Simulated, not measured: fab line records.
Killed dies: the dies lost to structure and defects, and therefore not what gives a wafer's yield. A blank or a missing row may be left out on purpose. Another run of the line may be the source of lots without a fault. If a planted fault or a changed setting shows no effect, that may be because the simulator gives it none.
Chamber matching | flow nandHarc | rieDiel-12 running NHARC_A_M1_ETCH_35: 4 sister chambers
The step etches the open film in N2/H2, target depth 40 nm, overetch 12 nm, time 43.94 s. 14 wafers are shown with their chamber, then 7 later ones without.

EACH WAFER AND ITS CHAMBER
wafer  | chamber | drypumpMotorCurrentA (A) | rfVppV (V) | oesProductAu (a.u.)
L669.1 | 2       | 5.0                      | 430.7      | 1.001
L669.4 | 3       | 6.3                      | 431.2      | 1.006
L669.5 | 0       | 6.0                      | 432.3      | 1.007
L670.3 | 2       | 4.9                      | 430.8      | 1.006
L670.4 | 1       | 6.5                      | 433.8      | 1.000
L670.5 | 2       | 5.0                      | 429.2      | 0.992
L672.1 | 1       | 6.5                      | 433.3      | 1.001
L672.2 | 3       | 6.3                      | 430.4      | 1.001
L672.6 | 1       | 6.5                      | 432.7      | 0.997
L678.2 | 1       | 6.5                      | 433.9      | 1.010
L678.3 | 2       | 5.0                      | 429.8      | 1.003
L678.6 | 3       | 6.2                      | 429.1      | 0.995
L682.2 | 3       | 6.3                      | 429.6      | 1.000
L682.3 | 2       | 5.0                      | 428.2      | 1.006

SIGNATURES (means of the wafers above)
reading              | chamber 0 | chamber 1 | chamber 2 | chamber 3 | scatter within a chamber
drypumpMotorCurrentA | 6.000     | 6.500     | 4.980     | 6.275     | 0.0394
rfVppV               | 432.300   | 433.425   | 429.740   | 430.075   | 0.904
oesProductAu         | 1.00700   | 1.00200   | 1.00160   | 1.00050   | 0.00537
Rule: distance of a wafer from a chamber = root of the sum over the readings of ((wafer's reading minus chamber's mean) / reading's scatter) squared. The wafer belongs to the nearest chamber; if the next one is less than 2 further off, it can't be placed. The scatter is the square root of a quotient: the sum, over the shown wafers, of each reading's squared deviation from its chamber's mean, divided by wafers minus chambers.

WAFERS WITHOUT THEIR CHAMBER
wafer  | drypumpMotorCurrentA (A) | rfVppV (V) | oesProductAu (a.u.)
L682.5 | 5.0                      | 428.1      | 0.999
L685.1 | 4.9                      | 428.9      | 1.001
L685.5 | 6.2                      | 428.9      | 0.994
L685.6 | 6.0                      | 432.2      | 1.013
L683.1 | 6.5                      | 431.9      | 0.994
L683.3 | 6.2                      | 429.3      | 0.987
L683.5 | 6.5                      | 432.8      | 1.004

WHICH CHAMBER EACH ONE RAN IN
wafer  | from the rows above | in truth
L682.5 | 2                   | 2
L685.1 | 2                   | 2
L685.5 | 3                   | 3
L685.6 | 0                   | 0
L683.1 | 1                   | 1
L683.3 | 3                   | 3
L683.5 | 1                   | 1
Correctly placed: 7 of 7. Can't be placed from these rows: 0. Wrongly placed: 0.
